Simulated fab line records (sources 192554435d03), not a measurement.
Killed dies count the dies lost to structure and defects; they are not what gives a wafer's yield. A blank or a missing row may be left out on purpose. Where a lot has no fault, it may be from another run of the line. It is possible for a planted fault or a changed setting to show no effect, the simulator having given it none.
Matching of chambers | flow n5-finfet | N5_BEOL_M3_STRIP_19 on rie-diel-03: 4 sister chambers
The step strips in O2. 18 wafers are shown with their chamber, then 9 later ones without.

== WAFERS PAIRED WITH THEIR CHAMBERS ==
wafer  | chamber | showerhead-plenum-p-Torr (Torr) | drypump-motor-current-A (A) | throttle-valve-pct (%)
L075.1 | 0       | 2.10                            | 5.4                         | 16.80
L075.2 | 1       | 2.00                            | 6.0                         | 16.69
L075.5 | 1       | 2.00                            | 5.9                         | 16.70
L078.1 | 1       | 2.00                            | 6.0                         | 16.72
L078.4 | 0       | 2.09                            | 5.4                         | 16.82
L078.5 | 1       | 2.00                            | 6.0                         | 16.71
L080.2 | 2       | 2.12                            | 6.2                         | 16.43
L080.5 | 2       | 2.12                            | 6.2                         | 16.42
L080.6 | 1       | 2.00                            | 6.0                         | 16.71
L085.2 | 1       | 2.00                            | 6.0                         | 16.72
L085.5 | 1       | 2.00                            | 6.0                         | 16.73
L085.6 | 0       | 2.09                            | 5.4                         | 16.83
L087.1 | 2       | 2.11                            | 6.1                         | 16.45
L087.4 | 3       | 2.23                            | 6.1                         | 16.69
L087.5 | 2       | 2.11                            | 6.2                         | 16.45
L089.1 | 1       | 1.99                            | 6.0                         | 16.75
L089.2 | 2       | 2.11                            | 6.2                         | 16.45
L089.4 | 0       | 2.09                            | 5.4                         | 16.86

SIGNATURES (means of the wafers above)
reading                  | chamber 0 | chamber 1 | chamber 2 | chamber 3 | scatter within a chamber
showerhead-plenum-p-Torr | 2.0925    | 1.9988    | 2.1140    | 2.2300    | 0.00449
drypump-motor-current-A  | 5.400     | 5.987     | 6.180     | 6.100     | 0.0346
throttle-valve-pct       | 16.8275   | 16.7162   | 16.4400   | 16.6900   | 0.019
Rule: distance of a wafer from a chamber = root of the sum over the readings of ((wafer's reading minus chamber's mean) / reading's scatter) squared. If the next closest chamber is less than 2 further off than the closest, the wafer can't be placed; otherwise it belongs to the closest. The scatter is the square root of a quotient: the sum, over the shown wafers, of each reading's squared deviation from its chamber's mean, divided by wafers minus chambers.

== WAFERS WITH NO CHAMBER GIVEN ==
wafer  | showerhead-plenum-p-Torr (Torr) | drypump-motor-current-A (A) | throttle-valve-pct (%)
L091.3 | 2.08                            | 5.4                         | 16.86
L091.4 | 1.99                            | 5.9                         | 16.75
L091.6 | 2.11                            | 6.2                         | 16.47
L095.1 | 2.08                            | 5.4                         | 16.87
L095.2 | 2.22                            | 6.1                         | 16.72
L095.3 | 2.11                            | 6.2                         | 16.47
L096.1 | 2.22                            | 6.1                         | 16.72
L096.3 | 1.99                            | 6.0                         | 16.78
L096.4 | 1.99                            | 6.0                         | 16.77

== THE CHAMBER EACH PASSED THROUGH ==
wafer  | from the rows above | in truth
L091.3 | 0                   | 0
L091.4 | 1                   | 1
L091.6 | 2                   | 2
L095.1 | 0                   | 0
L095.2 | 3                   | 3
L095.3 | 2                   | 2
L096.1 | 3                   | 3
L096.3 | 1                   | 1
L096.4 | 1                   | 1
Correct placement for 9 of the 9. Can't be placed from these rows: 0. Placed wrongly: 0.
